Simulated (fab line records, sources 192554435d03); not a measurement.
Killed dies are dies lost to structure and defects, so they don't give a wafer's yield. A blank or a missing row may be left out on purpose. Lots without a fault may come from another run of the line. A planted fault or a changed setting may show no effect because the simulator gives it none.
Split-lot experiment | flow n5_finfet | 7 lots, 21 wafers read, on a route of 1938 steps

THE SPLIT
At N5_ZERO_LAYER_PECVD_02 (deposits SiO2 from SiH4/N2O, target thk 10 nm, time 6 s), the setting time_s was moved away from the recipe's 6 s on 5 of the 21 wafers read, by -8.3% to +9.0%. The other wafers ran this setting at the recipe's value.

The reading is taken at the split's own step.

THE READING
SiO2_of_ZERO_LAYER_PECVD_02.thk_nm (the simulator's own value, which no gauge read), in nm, at N5_ZERO_LAYER_PECVD_02 (deposits SiO2 from SiH4/N2O, target thk 10 nm, time 6 s). The file gives no usual value for it. The 16 wafers here that ran the recipe average 9.988 nm, standard deviation 0.18 nm.

wafer  | tool, chamber at the split | time_s as run, s | against the recipe | SiO2_of_ZERO_LAYER_PECVD_02.thk_nm, nm | against lot-mates on the recipe
L080.1 | pecvd-02, 1                | 6                | recipe             | 10.23                                  | -
L080.2 | pecvd-02, 0                | 6                | recipe             | 10.14                                  | -
L080.4 | pecvd-02, 1                | 6                | recipe             | 10.26                                  | -
L087.1 | pecvd-02, 1                | 6.538            | +9.0%              | 10.86                                  | +0.761
L087.5 | pecvd-02, 2                | 6                | recipe             | 10.25                                  | -
L087.6 | pecvd-02, 0                | 6                | recipe             | 9.947                                  | -
L089.1 | pecvd-02, 2                | 5.682            | -5.3%              | 9.467                                  | -0.351
L089.3 | pecvd-02, 0                | 6                | recipe             | 9.735                                  | -
L089.4 | pecvd-02, 0                | 6                | recipe             | 9.902                                  | -
L091.1 | pecvd-02, 1                | 5.503            | -8.3%              | 8.976                                  | -1.024
L091.3 | pecvd-02, 0                | 5.503            | -8.3%              | 8.932                                  | -1.068
L091.5 | pecvd-02, 1                | 6                | recipe             | 10                                     | -
L092.3 | pecvd-01, 0                | 6                | recipe             | 9.933                                  | -
L092.4 | pecvd-01, 2                | 6                | recipe             | 10.21                                  | -
L092.5 | pecvd-01, 0                | 6                | recipe             | 9.966                                  | -
L093.1 | pecvd-04, 1                | 6                | recipe             | 9.968                                  | -
L093.2 | pecvd-04, 2                | 6                | recipe             | 9.655                                  | -
L093.5 | pecvd-04, 2                | 6                | recipe             | 9.879                                  | -
L095.2 | pecvd-04, 0                | 6                | recipe             | 9.935                                  | -
L095.3 | pecvd-04, 1                | 6                | recipe             | 9.802                                  | -
L095.6 | pecvd-04, 1                | 6.423            | +7.1%              | 10.59                                  | +0.721

THE FIT
A straight line over all 21 wafers: SiO2_of_ZERO_LAYER_PECVD_02.thk_nm changes by +0.108 nm for each +1% of time_s; r = +0.92; the points scatter about the line by 0.17 nm.
The same after taking each lot's own level away (the mean of its wafers on the recipe; 21 wafers): +0.105 nm for each +1%; r = +0.96; scatter 0.13 nm.
On that fit, the largest move of time_s shifts the reading by 0.94 nm.
The lots' own levels span 9.8185 to 10.2100 nm, that is 2.2 times the standard deviation above.
So the lot-to-lot level changes the slope little: the two slopes agree.
Check: with one of the wafers moved furthest among these (+9.0%) left out of the fit, the line predicts +1.01 nm for it against its lot-mates. It came out at +0.761 nm against them.

THE FILE'S OWN FIT
SiO2_of_ZERO_LAYER_PECVD_02.thk_nm changes by +0.0993 nm for each +1% of time_s, r = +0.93.
